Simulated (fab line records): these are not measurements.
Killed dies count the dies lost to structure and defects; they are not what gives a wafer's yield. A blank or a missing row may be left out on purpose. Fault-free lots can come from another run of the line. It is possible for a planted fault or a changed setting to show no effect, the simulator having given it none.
fab line records | flow nandHarc | part 2 of 2: steps 5 to 6 of 6
record lots=22 | wafers=66 | lastDay=34
route steps=1302 shown A_CHANNEL_FILL_D2@627 A_STAIRCASE@705
lots that met no fault: from a run of the same line without faults
startH: start of the lot's first displayed wafer, in hours after the record's first day | waitH: how many hours have passed since the lot's step before this one | " same as the row above | L1.1+2: a row that stands for several wafers | - value missing, or start not given | * or withheld: withheld | < > ~ a bound
route shown NAME@n: a module of which the file shows steps, and the number in the route of the first | usual: mean and standard deviation over wafers with no fault | same: alike in all rows | chamber/n: place in a boat | sites: per-site readings | _std_site: their standard deviation | _edge_site: mean of outer sites minus mean of inner sites | radiusMm: for every site, how far away it sits from the centre of the wafer | mask NAME#n: copy n | behind: tool/chamber where the wafer was last shaped | hold: cause of the lot's hold/its duration in hours/its outcome | device: whichever transistor did not switch (one of n, p or np) | end of line: at the end of the route, the tests of the same wafers | step lacking rows: just its recipe | killed: dies that structure and defects cost at the first sort, which is not the same as the wafer's yield | map: dies across one wafer; x = killed, . = not, _ = none there
set.NAME: the run value of the setting; set.NAME@STEP: its run value at that earlier step | model.NAME: the simulator's own value behind a step, which no gauge read
steps of the route over a sample of lots; a table a step, a row a wafer
services: the hour from which a tool's chamber was out of use, counted from the record's first day as startH (under 0 if before that day), plus the number of hours and why
## steps
# step NHARC_A_STAIRCASE_TRIM_222
# recipe timeS=211.2 | o2FlowSccm=500 | arFlowSccm=0 | biasW=0 | chemistry=O2
# usual drypumpMotorCurrentA=5.7/0.48 | oesProductAu=1.003/0.013 | rfVppV=57.8/0.97 | showerheadPlenumPTorr=3.54/0.16 | throttleValvePct=17.036/0.0094
lot.wafer | tool       | chamber | startH | waitH | drypumpMotorCurrentA | oesProductAu | rfHoursCounterH | rfVppV | showerheadPlenumPTorr | throttleValvePct
L074.4    | rieDiel-09 | 3       | -      | -     | 5.8                  | 1.005        | 10              | 59.1   | 3.57                  | 17.039
L074.2    | "          | 0       | "      | "     | 6.0                  | 1.015        | 10              | 57.4   | 3.38                  | 17.037
L074.5    | "          | 0       | "      | "     | 6.0                  | 1.018        | -               | 57.8   | 3.38                  | 17.039
L075.3    | rieDiel-09 | 3       | -      | -     | 5.8                  | 1.006        | 11              | 59.3   | 3.57                  | 17.057
L075.2    | "          | 1       | "      | "     | 6.2                  | 0.998        | 12              | 58.3   | 3.74                  | 17.026
L075.6    | "          | 0       | "      | "     | 6.0                  | 1.007        | -               | 57.9   | 3.38                  | 17.033
L076.2    | rieDiel-09 | 3       | -      | -     | 5.8                  | 1.001        | 17              | 57.6   | 3.56                  | 17.038
L076.1    | "          | 0       | "      | "     | 6.0                  | 1.009        | 19              | 56.1   | 3.38                  | 17.027
L076.3    | "          | 1       | "      | "     | 6.2                  | 1.007        | 23              | 58.0   | 3.73                  | 17.025
L078.2    | rieDiel-12 | 0       | -      | -     | 6.1                  | 1.003        | 41              | 59.4   | 3.73                  | 17.048
L078.4    | "          | 1       | "      | "     | 5.2                  | 1.026        | 42              | 57.8   | 3.78                  | 17.037
L078.6    | "          | 2       | "      | "     | 5.7                  | 1.021        | -               | 59.9   | 3.60                  | 17.018
L079.4    | rieDiel-12 | 0       | -      | -     | 6.1                  | 0.987        | 48              | 57.0   | 3.72                  | 17.035
L079.1    | "          | 1       | "      | "     | 5.1                  | 1.015        | 50              | 59.9   | 3.78                  | 17.032
L079.2    | "          | 2       | "      | "     | 5.6                  | 1.013        | 46              | 57.4   | 3.60                  | 17.028
L080.1    | rieDiel-05 | 3       | -      | -     | 5.3                  | 0.988        | 1               | 56.9   | 3.39                  | 17.044
L080.2    | "          | 1       | "      | "     | 5.3                  | 1.000        | 1               | 56.7   | 3.38                  | 17.053
L080.6    | "          | 0       | "      | "     | 5.4                  | 1.000        | -               | 57.5   | 3.58                  | 17.033
L081.1    | rieDiel-12 | 1       | -      | -     | 5.2                  | 1.004        | 53              | 57.2   | 3.78                  | 17.047
L081.3    | "          | 2       | "      | "     | 5.7                  | 1.007        | 49              | 57.6   | 3.59                  | 17.024
L081.4    | "          | 3       | "      | "     | 5.1                  | 1.027        | 41              | 56.0   | 3.36                  | 17.048
L082.4    | rieDiel-05 | 2       | -      | -     | 6.7                  | 1.020        | 3               | 57.5   | 3.48                  | 17.046
L082.6    | "          | 2       | "      | "     | 6.7                  | 1.003        | -               | 57.3   | 3.48                  | 17.039
L082.5    | "          | 3       | "      | "     | 5.3                  | 0.989        | -               | 58.1   | 3.39                  | 17.037
L083.3    | rieDiel-05 | 0       | -      | -     | 5.4                  | 0.998        | 14              | 57.2   | 3.58                  | 17.037
L083.5    | "          | 2       | "      | "     | 6.7                  | 1.004        | -               | 58.0   | 3.48                  | 17.045
L083.6    | "          | 3       | "      | "     | 5.3                  | 0.983        | -               | 57.1   | 3.38                  | 17.050
L085.4    | rieDiel-12 | 1       | -      | -     | 5.2                  | 1.019        | 4               | 58.0   | 3.77                  | 17.023
L085.3    | "          | 2       | "      | "     | 5.7                  | 1.001        | 3               | 58.5   | 3.59                  | 17.048
L085.5    | "          | 2       | "      | "     | 5.6                  | 1.001        | -               | 57.9   | 3.59                  | 17.049
L084.2    | rieDiel-05 | 0       | -      | -     | 5.4                  | 1.008        | 21              | 59.4   | 3.57                  | 17.059
L084.6    | "          | 1       | "      | "     | 5.3                  | 0.988        | -               | 57.5   | 3.37                  | 17.023
L084.5    | "          | 2       | "      | "     | 6.8                  | 1.000        | -               | 56.9   | 3.47                  | 17.026
L087.3    | rieDiel-09 | 3       | -      | -     | 5.8                  | 0.986        | 4               | 57.8   | 3.54                  | 17.042
L087.1    | "          | 0       | "      | "     | 6.0                  | 1.009        | 4               | 55.7   | 3.35                  | 17.050
L087.5    | "          | 3       | "      | "     | 5.8                  | 0.981        | -               | 57.0   | 3.54                  | 17.053
L089.2    | rieDiel-12 | 3       | -      | -     | 5.1                  | 1.009        | 20              | 56.0   | 3.34                  | 17.040
L089.3    | "          | 0       | "      | "     | 6.0                  | 1.001        | 17              | 58.8   | 3.71                  | 17.034
L089.4    | "          | 1       | "      | "     | 5.2                  | 1.027        | 17              | 58.5   | 3.76                  | 17.023
L088.4    | rieDiel-05 | 3       | -      | -     | 5.2                  | 0.996        | 33              | 58.0   | 3.37                  | 17.033
L088.1    | "          | 0       | "      | "     | 5.4                  | 1.010        | 38              | 58.0   | 3.56                  | 17.023
L088.3    | "          | 2       | "      | "     | 6.8                  | 1.016        | 29              | 58.1   | 3.47                  | 17.042
L090.1    | rieDiel-12 | 3       | -      | -     | 5.1                  | 1.016        | 24              | 58.2   | 3.34                  | 17.041
L090.2    | "          | 1       | "      | "     | 5.2                  | 1.017        | 21              | 58.0   | 3.76                  | 17.039
L090.6    | "          | 0       | "      | "     | 6.1                  | 0.999        | -               | 57.1   | 3.71                  | 17.020
L091.2    | rieDiel-09 | 2       | -      | -     | 6.1                  | 0.992        | 17              | 58.7   | 3.73                  | 17.034
L091.4    | "          | 3       | "      | "     | 5.8                  | 1.001        | 15              | 57.5   | 3.53                  | 17.027
L091.5    | "          | 2       | "      | "     | 6.1                  | 0.989        | -               | 58.0   | 3.73                  | 17.034
L092.1    | rieDiel-09 | 1       | -      | -     | 6.2                  | 0.980        | 22              | 57.9   | 3.69                  | 17.035
L092.2    | "          | 2       | "      | "     | 6.1                  | 0.985        | 21              | 57.3   | 3.73                  | 17.030
L092.4    | "          | 3       | "      | "     | 5.8                  | 0.975        | 17              | 58.9   | 3.53                  | 17.037
L093.4    | rieDiel-09 | 0       | -      | -     | 6.0                  | 1.004        | 21              | 57.8   | 3.34                  | 17.042
L093.3    | "          | 1       | "      | "     | 6.2                  | 0.976        | 23              | 58.4   | 3.69                  | 17.038
L093.5    | "          | 2       | "      | "     | 6.1                  | 0.989        | -               | 58.7   | 3.73                  | 17.019
L094.1    | rieDiel-12 | 2       | -      | -     | 5.6                  | 1.019        | 30              | 57.3   | 3.57                  | 17.041
L094.3    | "          | 0       | "      | "     | 6.1                  | 1.011        | 24              | 60.5   | 3.71                  | 17.031
L094.4    | "          | 1       | "      | "     | 5.2                  | 1.028        | 30              | 59.2   | 3.76                  | 17.033
L096.1    | rieDiel-05 | 2       | -      | -     | 6.7                  | 1.020        | 50              | 56.2   | 3.45                  | 17.024
L096.2    | "          | 1       | "      | "     | 5.3                  | 0.992        | 59              | 56.5   | 3.35                  | 17.051
L096.5    | "          | 2       | "      | "     | 6.7                  | 1.016        | -               | 56.6   | 3.45                  | 17.024
L095.4    | rieDiel-09 | 2       | -      | -     | 6.1                  | 0.977        | 33              | 57.0   | 3.72                  | 17.030
L095.6    | "          | 0       | "      | "     | 6.0                  | 1.016        | -               | 57.7   | 3.34                  | 17.036
L095.5    | "          | 1       | "      | "     | 6.2                  | 0.988        | -               | 57.5   | 3.69                  | 17.038
L097.2    | rieDiel-05 | 2       | -      | -     | 6.7                  | 0.998        | 2               | 57.1   | 3.45                  | 17.043
L097.4    | "          | 3       | "      | "     | 5.3                  | 1.000        | -               | 55.3   | 3.36                  | 17.039
L097.6    | "          | 1       | "      | "     | 5.3                  | 1.011        | -               | 59.5   | 3.35                  | 17.034
# step NHARC_A_STAIRCASE_TRIM_224
# recipe timeS=211.2 | o2FlowSccm=500 | arFlowSccm=0 | biasW=0 | chemistry=O2
# usual drypumpMotorCurrentA=5.7/0.48 | oesProductAu=1.004/0.013 | rfVppV=57.8/0.86 | showerheadPlenumPTorr=3.56/0.16 | throttleValvePct=17.037/0.0091
lot.wafer | tool       | chamber | startH | waitH | drypumpMotorCurrentA | oesProductAu | rfHoursCounterH | rfVppV | showerheadPlenumPTorr | throttleValvePct
L074.4    | rieDiel-09 | 2       | -      | -     | 6.1                  | 0.979        | 11              | 59.2   | 3.77                  | 17.048
L074.2    | "          | 1       | "      | "     | 6.2                  | 0.998        | 12              | 57.8   | 3.74                  | 17.051
L074.5    | "          | 3       | "      | "     | 5.8                  | 1.003        | -               | 59.0   | 3.57                  | 17.028
L075.3    | rieDiel-09 | 2       | -      | -     | 6.1                  | 0.962        | 11              | 59.7   | 3.77                  | 17.032
L075.2    | "          | 1       | "      | "     | 6.2                  | 0.987        | 13              | 58.5   | 3.74                  | 17.032
L075.6    | "          | 3       | "      | "     | 5.8                  | 1.016        | -               | 58.1   | 3.57                  | 17.044
L076.2    | rieDiel-09 | 1       | -      | -     | 6.2                  | 1.005        | 23              | 59.2   | 3.73                  | 17.043
L076.3    | "          | 2       | "      | "     | 6.1                  | 0.973        | 21              | 56.6   | 3.76                  | 17.035
L076.1    | "          | 3       | "      | "     | 5.8                  | 1.012        | 17              | 58.6   | 3.56                  | 17.032
L078.2    | rieDiel-12 | 3       | -      | -     | 5.1                  | 1.011        | 30              | 54.8   | 3.36                  | 17.045
L078.4    | "          | 1       | "      | "     | 5.1                  | 1.014        | 42              | 58.3   | 3.78                  | 17.046
L078.6    | "          | 2       | "      | "     | 5.7                  | 1.023        | -               | 58.3   | 3.60                  | 17.044
L079.2    | rieDiel-12 | 1       | -      | -     | 5.2                  | 1.012        | 50              | 57.9   | 3.78                  | 17.037
L079.1    | "          | 2       | "      | "     | 5.6                  | 1.007        | 46              | 58.9   | 3.60                  | 17.029
L079.4    | "          | 3       | "      | "     | 5.1                  | 1.013        | 38              | 57.0   | 3.36                  | 17.042
L080.2    | rieDiel-05 | 1       | -      | -     | 5.3                  | 1.002        | 1               | 58.3   | 3.38                  | 17.036
L080.1    | "          | 0       | "      | "     | 5.4                  | 1.009        | 1               | 57.3   | 3.58                  | 17.030
L080.6    | "          | 3       | "      | "     | 5.3                  | 1.001        | -               | 57.1   | 3.39                  | 17.052
L081.3    | rieDiel-12 | 2       | -      | -     | 5.6                  | 1.015        | 49              | 57.7   | 3.59                  | 17.036
L081.4    | "          | 3       | "      | "     | 5.1                  | 1.023        | 41              | 58.8   | 3.35                  | 17.027
L081.1    | "          | 0       | "      | "     | 6.1                  | 0.993        | 52              | 59.3   | 3.72                  | 17.028
L082.4    | rieDiel-05 | 0       | -      | -     | 5.4                  | 1.014        | 9               | 57.3   | 3.58                  | 17.034
L082.6    | "          | 3       | "      | "     | 5.3                  | 0.987        | -               | 58.1   | 3.39                  | 17.040
L082.5    | "          | 0       | "      | "     | 5.4                  | 1.008        | -               | 57.6   | 3.58                  | 17.051
L083.3    | rieDiel-05 | 2       | -      | -     | 6.7                  | 1.013        | 8               | 57.6   | 3.48                  | 17.049
L083.5    | "          | 2       | "      | "     | 6.7                  | 1.020        | -               | 58.1   | 3.48                  | 17.044
L083.6    | "          | 3       | "      | "     | 5.2                  | 0.986        | -               | 59.0   | 3.38                  | 17.061
L085.3    | rieDiel-12 | 2       | -      | -     | 5.6                  | 1.006        | 3               | 58.2   | 3.59                  | 17.050
L085.4    | "          | 3       | "      | "     | 5.1                  | 1.020        | 5               | 57.8   | 3.35                  | 17.043
L085.5    | "          | 0       | "      | "     | 6.1                  | 1.014        | -               | 58.4   | 3.72                  | 17.034
L084.2    | rieDiel-05 | 3       | -      | -     | 5.3                  | 0.993        | 21              | 56.7   | 3.38                  | 17.044
L084.5    | "          | 1       | "      | "     | 5.3                  | 0.985        | -               | 55.5   | 3.37                  | 17.040
L084.6    | "          | 2       | "      | "     | 6.7                  | 1.014        | -               | 57.9   | 3.47                  | 17.047
L087.3    | rieDiel-09 | 0       | -      | -     | 6.0                  | 1.012        | 4               | 56.4   | 3.35                  | 17.028
L087.1    | "          | 2       | "      | "     | 6.1                  | 0.991        | 4               | 57.9   | 3.74                  | 17.027
L087.5    | "          | 0       | "      | "     | 6.0                  | 1.014        | -               | 57.1   | 3.35                  | 17.031
L089.4    | rieDiel-12 | 1       | -      | -     | 5.2                  | 1.012        | 17              | 58.5   | 3.76                  | 17.049
L089.2    | "          | 2       | "      | "     | 5.7                  | 1.002        | 18              | 57.3   | 3.58                  | 17.033
L089.3    | "          | 3       | "      | "     | 5.1                  | 1.006        | 20              | 59.3   | 3.34                  | 17.017
L088.1    | rieDiel-05 | 2       | -      | -     | 6.7                  | 1.021        | 29              | 58.6   | 3.47                  | 17.035
L088.4    | "          | 3       | "      | "     | 5.3                  | 0.986        | 33              | 57.6   | 3.37                  | 17.046
L088.3    | "          | 0       | "      | "     | 5.4                  | 1.008        | 38              | 57.8   | 3.56                  | 17.031
L090.2    | rieDiel-12 | 2       | -      | -     | 5.6                  | 1.004        | 22              | 57.3   | 3.58                  | 17.025
L090.1    | "          | 3       | "      | "     | 5.1                  | 1.013        | 24              | 58.1   | 3.34                  | 17.047
L090.6    | "          | 3       | "      | "     | 5.1                  | 1.015        | -               | 56.3   | 3.34                  | 17.040
L091.2    | rieDiel-09 | 2       | -      | -     | 6.1                  | 0.983        | 17              | 57.7   | 3.73                  | 17.032
L091.4    | "          | 0       | "      | "     | 6.0                  | 1.012        | 16              | 55.1   | 3.34                  | 17.025
L091.5    | "          | 2       | "      | "     | 6.1                  | 0.989        | -               | 58.9   | 3.73                  | 17.029
L092.1    | rieDiel-09 | 2       | -      | -     | 6.1                  | 0.997        | 21              | 57.8   | 3.73                  | 17.029
L092.4    | "          | 3       | "      | "     | 5.8                  | 0.990        | 17              | 57.2   | 3.53                  | 17.028
L092.2    | "          | 0       | "      | "     | 6.0                  | 1.002        | 19              | 57.8   | 3.34                  | 17.060
L093.3    | rieDiel-09 | 2       | -      | -     | 6.1                  | 1.013        | 22              | 57.9   | 3.73                  | 17.028
L093.4    | "          | 0       | "      | "     | 6.0                  | 1.016        | 21              | 57.2   | 3.34                  | 17.036
L093.5    | "          | 2       | "      | "     | 6.1                  | 1.003        | -               | 57.5   | 3.73                  | 17.058
L094.4    | rieDiel-12 | 2       | -      | -     | 5.6                  | 0.996        | 30              | 57.6   | 3.57                  | 17.024
L094.1    | "          | 3       | "      | "     | 5.1                  | 1.012        | 32              | 56.0   | 3.34                  | 17.034
L094.3    | "          | 0       | "      | "     | 6.1                  | 0.999        | 24              | 58.7   | 3.71                  | 17.021
L096.1    | rieDiel-05 | 2       | -      | -     | 6.7                  | 1.017        | 50              | 58.8   | 3.45                  | 17.040
L096.2    | "          | 1       | "      | "     | 5.3                  | 1.000        | 59              | 57.8   | 3.35                  | 17.030
L096.5    | "          | 3       | "      | "     | 5.3                  | 1.010        | -               | 58.3   | 3.36                  | 17.036
L095.4    | rieDiel-09 | 0       | -      | -     | 6.0                  | 1.014        | 31              | 58.5   | 3.34                  | 17.026
L095.6    | "          | 0       | "      | "     | 6.0                  | 1.016        | -               | 57.2   | 3.34                  | 17.044
L095.5    | "          | 1       | "      | "     | 6.2                  | 0.992        | -               | 57.6   | 3.69                  | 17.052
L097.2    | rieDiel-05 | 1       | -      | -     | 5.3                  | 0.991        | 2               | 57.7   | 3.35                  | 17.023
L097.4    | "          | 1       | "      | "     | 5.3                  | 1.008        | -               | 57.6   | 3.35                  | 17.027
L097.6    | "          | 3       | "      | "     | 5.3                  | 0.988        | -               | 56.9   | 3.36                  | 17.044
## services
tool       | chamber | startH | hours | kind
rieDiel-09 | -       | 320.12 | 9.0   | pm
rieDiel-11 | 1       | 320.26 | 4.7   | repair
rieDiel-12 | 3       | 338.90 | 21.6  | repair
rieDiel-05 | 3       | 343.92 | 16.0  | repair
aldHk-04   | -       | 351.85 | 1.2   | repair
rieDiel-09 | 3       | 369.41 | 2.4   | repair
rieDiel-11 | 2       | 385.28 | 13.1  | repair
rieDiel-05 | -       | 406.60 | 9.0   | pm
rieDiel-11 | 3       | 417.94 | 5.0   | repair
aldHk-04   | -       | 418.72 | 2.9   | repair
rieDiel-11 | 1       | 420.24 | 25.8  | repair
rieDiel-11 | -       | 432.50 | 9.0   | pm
aldHk-04   | -       | 432.80 | 10.0  | pm
rieDiel-09 | 2       | 436.62 | 4.4   | repair
rieDiel-12 | -       | 446.93 | 9.0   | pm
rieDiel-12 | 0       | 476.15 | 8.5   | repair
rieDiel-09 | -       | 497.12 | 9.0   | pm
rieDiel-05 | 1       | 526.54 | 6.4   | repair
rieDiel-05 | -       | 541.85 | 0.6   | repair
rieDiel-09 | 3       | 542.58 | 2.1   | repair
rieDiel-05 | -       | 544.38 | 0.7   | repair
rieDiel-12 | -       | 551.43 | 0.1   | repair
rieDiel-05 | -       | 583.60 | 9.0   | pm
rieDiel-05 | 0       | 598.63 | 27.0  | repair
